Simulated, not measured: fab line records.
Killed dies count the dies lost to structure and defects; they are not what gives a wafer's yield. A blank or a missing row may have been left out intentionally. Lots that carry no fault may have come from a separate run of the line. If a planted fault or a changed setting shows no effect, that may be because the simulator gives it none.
fab line records	flow n5_finfet
record lots=6	wafers=18	last_day=16
route steps=1938 shown BEOL_M2@868 BEOL_M4@1111
lots with no fault: from the same line, run without faults
start_h: the number of hours between the record's first day and the start of the first shown wafer of the lot	wait_h: hours since the lot's step before	" same as the row above	L1.1+2: several wafers, shown together as one row	- either no value or no given start	* or withheld: withheld	< > ~ a bound
route shown NAME@n: a module of which the file shows steps, and the number in the route of the first	usual: the fault-free wafers' mean and standard deviation	same: alike in all rows	chamber/n: place in a boat	sites: the reading at each site	_std_site: how widely they spread, as a standard deviation	_edge_site: outer sites' mean less inner sites'	radius_mm: how far each site lies from the wafer's centre	mask NAME#n: copy n	behind: tool/chamber where the wafer was last shaped	hold: why the lot went on hold/how many hours it stayed there/how the hold came to an end	device: names the non-switching transistor (n, p or np)	end of line: tests run on the same wafers once the route is complete	where a step has no rows: the recipe by itself	killed: dies that structure and defects cost at the first sort, which is not the same as the wafer's yield	map: the dies of a wafer, with x for killed, . for not killed, _ for no die there
set.NAME: setting as actually run; set.NAME@STEP: the setting as run at that earlier step	model.NAME: the simulator's own value behind a step, which no gauge read
lots at some steps of the route; a table a step, a row a wafer
services: a tool's chamber out of use, with start hour (start_h, from the record's first day; less than 0 if before it), hours out, and reason
## steps
# step N5_BEOL_M2_COAT_68
# recipe resist=SiARC	temp_c=220	time_s=60	spin_rpm=1500	resist_thk_nm=12
# step N5_BEOL_M2_COAT_76
# recipe resist=underlayer	temp_c=205	time_s=60	spin_rpm=1500	resist_thk_nm=5
# step N5_BEOL_M2_COAT_22
# recipe resist=CAR-EUV	spin_rpm=1500	resist_thk_nm=30
# step N5_BEOL_M2_EBR_24
# recipe solvent=PGMEA	ebr_width_mm=1.5
# step N5_BEOL_M2_SOFTBAKE_23
# recipe temp_c=110	time_s=60	resist=CAR-EUV
# step N5_BEOL_M2_EXPOSE_25
# recipe mask_id=V1	na=0.33	source_shape=quasar	sigma_inner=0.2	sigma_outer=0.8	polarization=unpolarized	defocus_nm=5	dose_mj=63
# step N5_BEOL_M2_PEB_26
# recipe peb_temp_c=100	peb_time_s=60	resist=CAR-EUV
# step N5_BEOL_M2_DEVELOP_27
# recipe develop_time_s=30	developer=TMAH	resist=CAR-EUV	rinse_liquid=surfactant_rinse	dry=air_spin	dev_temp_c=23
# step N5_BEOL_M2_CD_MEAS_28
# recipe target_cd_nm=26.2	landing_energy_ev=500	detector=se_inlens	target_cd_y_nm=24.1	polarity=opening
# usual cd_nm=26.28/0.26
lot.wafer	tool	chamber	start_h	wait_h	cd_nm
L215.2	cd_sem-02	0	132.93	-	26.71
L215.4	"	0	"	"	26.50
L215.5	"	0	"	"	26.34
L218.1	cd_sem-03	0	158.48	-	26.14
L218.4	"	0	"	"	26.24
L218.5	"	0	"	"	26.61
L230.2	cd_sem-01	0	226.58	-	26.36
L230.4	"	0	"	"	26.13
L230.6	"	0	"	"	26.44
L231.1	cd_sem-01	0	226.98	-	26.18
L231.2	"	0	"	"	26.23
L231.3	"	0	"	"	26.03
L232.1	cd_sem-01	0	239.55	-	26.13
L232.3	"	0	"	"	25.86
L232.5	"	0	"	"	26.38
L234.1	cd_sem-02	0	246.45	-	26.26
L234.3	"	0	"	"	25.54
L234.6	"	0	"	"	26.35
# step N5_BEOL_M2_OVL_MEAS_29
# recipe points_per_wafer=522
# usual V1_OVL=0.1/0.8
# same points_per_wafer=522
lot.wafer	tool	chamber	start_h	wait_h	V1_OVL[nm]
L215.2	overlay-02	0	132.96	0.0	2.3
L215.4	"	0	"	"	1.8
L215.5	"	0	"	"	0.6
L218.1	overlay-01	0	158.51	0.0	-0.3
L218.4	"	0	"	"	-0.2
L218.5	"	0	"	"	0.5
L230.2	overlay-02	0	226.61	0.0	-1.2
L230.4	"	0	"	"	-1.1
L230.6	"	0	"	"	-0.5
L231.1	overlay-02	0	227.01	0.0	-0.5
L231.2	"	0	"	"	-1.1
L231.3	"	0	"	"	-1.6
L232.1	overlay-02	0	239.58	0.0	0.0
L232.3	"	0	"	"	-0.1
L232.5	"	0	"	"	0.3
L234.1	overlay-01	0	246.48	0.0	0.1
L234.3	"	0	"	"	-0.8
L234.6	"	0	"	"	-0.9
# step N5_BEOL_M2_INSPECT_30
# recipe mode=adi	inspect_instrument=brightfield
# usual raw_defect_count=447/89
lot.wafer	tool	chamber	start_h	wait_h	raw_defect_count
L215.2	defect_inspect-02	-	133.01	0.0	361
L215.4	"	-	"	"	331
L215.5	"	-	"	"	389
L218.1	defect_inspect-02	-	158.57	0.1	305
L218.4	"	-	"	"	370
L218.5	"	-	"	"	379
L230.2	defect_inspect-01	-	226.67	0.0	421
L230.4	"	-	"	"	418
L230.6	"	-	"	"	415
L231.1	defect_inspect-01	-	227.07	0.1	435
L231.2	"	-	"	"	385
L231.3	"	-	"	"	522
L232.1	defect_inspect-02	-	239.65	0.1	562
L232.3	"	-	"	"	494
L232.5	"	-	"	"	421
L234.1	defect_inspect-02	-	246.54	0.1	461
L234.3	"	-	"	"	410
L234.6	"	-	"	"	401
# step N5_BEOL_M2_DESCUM_33
# recipe chemistry=O2	time_s=7	source_power_w=50	bias_power_w=20	pressure_mtorr=20	rf_frequency_hz=2.712e+07	temp_c=40	resist=CAR-EUV	o2_flow_sccm=225
# usual bias_power_w=20.01/0.067	drypump_motor_current_A=5.6/0.42	oes_product_au=0.76/0.064	rf_vpp_V=242.8/1.4	showerhead_plenum_p_Torr=2.07/0.074	throttle_valve_pct=20.47/0.16
lot.wafer	tool	chamber	start_h	wait_h	bias_power_w	drypump_motor_current_A	oes_product_au	rf_hours_counter_h	rf_vpp_V	showerhead_plenum_p_Torr	throttle_valve_pct
L215.2	rie_diel-04	3	133.05	0.0	20.15	5.5	0.79	105	242.1	2.04	20.50
L215.4	"	1	"	"	19.93	5.1	0.78	135	242.4	1.99	20.61
L215.5	"	1	"	"	20.09	5.1	0.78	-	241.8	1.99	20.62
L218.1	rie_diel-02	3	158.60	0.0	20.06	5.2	0.86	42	242.5	2.03	20.46
L218.4	"	0	"	"	19.86	5.9	0.73	224	245.9	2.17	20.36
L218.5	"	0	"	"	19.97	5.9	0.72	-	243.2	2.17	20.36
L230.2	rie_diel-06	0	226.72	0.1	20.10	5.7	0.92	13	241.5	2.04	20.12
L230.4	"	2	"	"	20.10	5.5	0.73	194	244.0	2.08	20.75
L230.6	"	2	"	"	19.96	5.5	0.74	-	243.2	2.08	20.75
L231.1	rie_diel-04	2	227.10	0.0	20.02	6.0	0.71	224	241.7	2.06	20.42
L231.2	"	3	"	"	20.09	5.5	0.77	139	240.4	2.03	20.56
L231.3	"	1	"	"	20.04	5.1	0.76	170	242.1	1.98	20.67
L232.1	rie_diel-04	1	239.68	0.0	19.98	5.1	0.75	174	242.0	1.98	20.67
L232.3	"	0	"	"	19.95	6.1	0.71	233	242.9	2.17	20.61
L232.5	"	2	"	"	20.12	6.0	0.69	-	241.4	2.05	20.42
L234.1	rie_diel-02	3	246.61	0.1	20.12	5.2	0.82	72	242.2	2.02	20.50
L234.3	"	1	"	"	19.94	5.6	0.71	224	239.4	1.97	20.22
L234.6	"	1	"	"	19.96	5.6	0.71	-	241.7	1.97	20.23
# step N5_BEOL_M2_ETCH_77
# recipe chemistry=N2/H2	target=underlayer	target_depth_a=65	mask_material=CAR-EUV	time_s=5.2	ion_energy_ev=200	pressure_mtorr=30	source_w=840	bias_w=150	n2_flow_sccm=200	h2_flow_sccm=200	ends=cleared
# usual drypump_motor_current_A=5.6/0.42	etch_rf_on_time_s=5.20/0.18	oes_product_au=0.65/0.062	rf_vpp_V=523.3/2.6	showerhead_plenum_p_Torr=2.51/0.084	throttle_valve_pct=17.91/0.29
lot.wafer	tool	chamber	start_h	wait_h	drypump_motor_current_A	etch_rf_on_time_s	oes_product_au	rf_hours_counter_h	rf_vpp_V	showerhead_plenum_p_Torr	throttle_valve_pct
L215.2	rie_diel-04	3	133.08	0.0	5.5	4.96	0.69	105	520.5	2.42	17.45
L215.4	"	1	"	"	5.1	5.17	0.65	135	521.7	2.46	18.42
L215.5	"	1	"	"	5.1	5.21	0.65	-	523.1	2.46	18.38
L218.1	rie_diel-02	3	158.64	0.0	5.2	4.85	0.77	42	522.9	2.51	18.14
L218.4	"	0	"	"	5.9	5.31	0.61	224	526.0	2.62	17.73
L218.5	"	0	"	"	5.9	5.30	0.60	-	527.4	2.62	17.71
L230.2	rie_diel-06	0	226.75	0.0	5.7	5.10	0.80	13	521.0	2.51	17.69
L230.4	"	2	"	"	5.5	5.44	0.62	194	524.3	2.55	18.37
L230.6	"	2	"	"	5.5	5.46	0.60	-	526.1	2.55	18.35
L231.1	rie_diel-04	2	227.14	0.0	6.0	3.44	0.76	224	522.1	2.49	17.78
L231.2	"	3	"	"	5.5	3.06	0.89	139	519.1	2.41	17.57
L231.3	"	1	"	"	5.1	3.28	0.83	170	521.2	2.44	18.50
L232.1	rie_diel-04	1	239.72	0.0	5.1	3.28	0.83	174	522.4	2.44	18.52
L232.3	"	0	"	"	6.1	3.36	0.78	233	527.8	2.62	17.99
L232.5	"	2	"	"	6.0	3.49	0.75	-	523.7	2.49	17.78
L234.1	rie_diel-02	3	246.65	0.0	5.2	5.03	0.72	72	521.7	2.49	18.15
L234.3	"	1	"	"	5.7	5.35	0.59	224	520.7	2.40	17.67
L234.6	"	1	"	"	5.6	5.37	0.58	-	518.8	2.40	17.67
# step N5_BEOL_M2_ETCH_69
# recipe chemistry=CF4	target=SiARC	target_depth_a=156	mask_material=CAR-EUV	time_s=26	ion_energy_ev=80	pressure_mtorr=40	source_w=545	bias_w=36	Ar_flow_sccm=100	cf4_flow_sccm=100	ends=cleared
# usual cf4_flow_sccm=100.00/0.3	drypump_motor_current_A=5.6/0.42	etch_rf_on_time_s=25.9/0.83	oes_product_au=0.65/0.062	rf_vpp_V=183.8/1.2	showerhead_plenum_p_Torr=2.11/0.054	throttle_valve_pct=15.67/0.15
lot.wafer	tool	chamber	start_h	wait_h	cf4_flow_sccm	drypump_motor_current_A	etch_rf_on_time_s	oes_product_au	rf_hours_counter_h	rf_vpp_V	showerhead_plenum_p_Torr	throttle_valve_pct
L215.2	rie_diel-04	3	133.10	0.0	100.14	5.5	24.6	0.69	105	183.6	2.09	15.65
L215.4	"	1	"	"	99.67	5.1	26.4	0.65	135	181.9	2.07	15.89
L215.5	"	1	"	"	100.14	5.1	25.9	0.66	-	183.0	2.07	15.89
L218.1	rie_diel-02	3	158.65	0.0	100.35	5.2	24.2	0.77	42	183.6	2.10	15.69
L218.4	"	0	"	"	99.84	5.9	26.5	0.61	224	183.5	2.21	15.64
L218.5	"	0	"	"	100.47	5.9	26.8	0.60	-	187.0	2.21	15.65
L230.2	rie_diel-06	0	226.77	0.0	99.96	5.7	25.1	0.80	13	183.8	2.09	15.25
L230.4	"	2	"	"	99.83	5.5	27.5	0.61	194	183.8	2.12	15.87
L230.6	"	2	"	"	99.68	5.5	27.5	0.61	-	185.6	2.12	15.85
L231.1	rie_diel-04	2	227.15	0.0	100.65	6.0	26.3	0.59	224	184.4	2.11	15.67
L231.2	"	3	"	"	100.03	5.5	24.3	0.67	139	183.7	2.08	15.72
L231.3	"	1	"	"	99.97	5.1	25.4	0.64	170	182.6	2.06	15.96
L232.1	rie_diel-04	1	239.73	0.0	100.21	5.1	25.2	0.63	174	183.2	2.06	15.96
L232.3	"	0	"	"	100.39	6.1	26.0	0.60	233	184.0	2.18	15.66
L232.5	"	2	"	"	99.24	6.0	26.6	0.58	-	185.1	2.10	15.70
L234.1	rie_diel-02	3	246.66	0.0	100.19	5.2	25.0	0.72	72	182.8	2.09	15.75
L234.3	"	1	"	"	100.59	5.7	26.1	0.60	224	183.1	2.03	15.55
L234.6	"	1	"	"	100.14	5.6	26.0	0.60	-	184.6	2.03	15.55
# step N5_BEOL_M4_RC_MEAS_101
# usual DIBL_N=37.3/2.3	DIBL_P=37.4/2.9	IOFF_N=0.18/0.045	IOFF_P=0.25/0.054	ION_N=679/15	ION_P=468/9.7	SS_N=71.8/0.62	SS_P=73.6/0.76	VT_N=248/4.1	VT_P=-248/3.6
lot.wafer	tool	chamber	start_h	wait_h	DIBL_N[mV/V]	DIBL_P[mV/V]	IOFF_N[nA/um]	IOFF_P[nA/um]	ION_N[uA/um]	ION_P[uA/um]	SS_N[mV/dec]	SS_P[mV/dec]	VT_N[mV]	VT_P[mV]
L215.2	prober-02	0	163.88	0.2	36.6	34.7	0.15	0.24	671	473	70.9	72.6	251	-246
L215.4	"	0	"	"	36.8	35.0	0.15	0.24	664	468	71.2	72.1	249	-249
L215.5	"	0	"	"	35.8	33.4	0.13	0.21	668	464	70.8	72.1	250	-247
L218.1	prober-01	0	189.07	0.0	31.8	30.7	0.08	0.13	643	443	70.8	71.7	259	-255
L218.4	"	0	"	"	36.7	38.2	0.16	0.24	678	472	72.2	72.8	252	-248
L218.5	"	0	"	"	34.5	35.6	0.13	0.18	667	467	71.2	72.9	251	-248
L230.2	prober-01	0	262.46	0.2	36.2	34.5	0.16	0.22	669	462	71.3	73.0	248	-248
L230.4	"	0	"	"	37.2	37.1	0.18	0.26	674	463	71.6	73.6	248	-244
L230.6	"	0	"	"	43.3	43.2	0.35	0.41	720	493	73.3	75.6	239	-240
L231.1	prober-02	0	268.65	0.0	31.8	32.1	0.12	0.17	649	452	71.1	72.6	253	-250
L231.2	"	0	"	"	33.8	35.0	0.13	0.21	653	451	71.4	72.4	254	-249
L231.3	"	0	"	"	31.2	31.6	0.11	0.17	663	460	70.8	72.3	251	-252
L232.1	prober-01	0	270.67	0.0	34.9	34.4	0.15	0.20	670	465	70.9	72.8	253	-249
L232.3	"	0	"	"	37.3	38.6	0.20	0.29	688	472	71.8	74.5	248	-245
L232.5	"	0	"	"	37.0	37.9	0.19	0.26	665	460	71.6	74.1	248	-249
L234.1	prober-02	0	274.50	0.0	37.5	36.1	0.14	0.21	661	460	71.6	73.9	252	-252
L234.3	"	0	"	"	37.7	35.9	0.15	0.21	648	447	72.1	73.1	256	-251
L234.6	"	0	"	"	37.0	35.5	0.14	0.21	665	464	71.4	73.7	252	-252
## services
tool	chamber	start_h	hours	kind
rie_diel-06	2	148.52	29.0	repair
rie_diel-02	3	166.84	4.9	repair
rie_diel-02	-	177.25	2.8	pm
rie_diel-06	0	177.60	-	clean
rie_diel-06	0	177.60	-	consumable_replace:focus_ring
rie_diel-06	0	177.60	13.5	scheduled_down
rie_diel-06	0	177.60	13.5	vent_cycle
rie_diel-04	2	179.58	5.0	repair
rie_diel-02	0	197.42	3.8	repair
rie_diel-02	0	240.73	-	clean
rie_diel-02	0	240.73	-	consumable_replace:focus_ring
## key
first_sign step=N5_BEOL_M2_ETCH_77	reading=etch_rf_on_time_s	direction=down	sigmas=11	usual=*	struck=*
effect step=N5_BEOL_M2_ETCH_77	reading=oes_product_au	direction=up	sigmas=2.6	usual=0.65	struck=0.81
met_at N5_BEOL_M2_ETCH_77
struck_wafers L231.1,L231.2,L231.3,L232.1,L232.3,L232.5
onset_between 133.08 227.14
fault kind=process_parameter_drift	tool=rie_diel-04	chamber=-	onset_h=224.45	steps=N5_BEOL_M2_ETCH_77	channel=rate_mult	offset=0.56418	shape=step	end_h=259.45
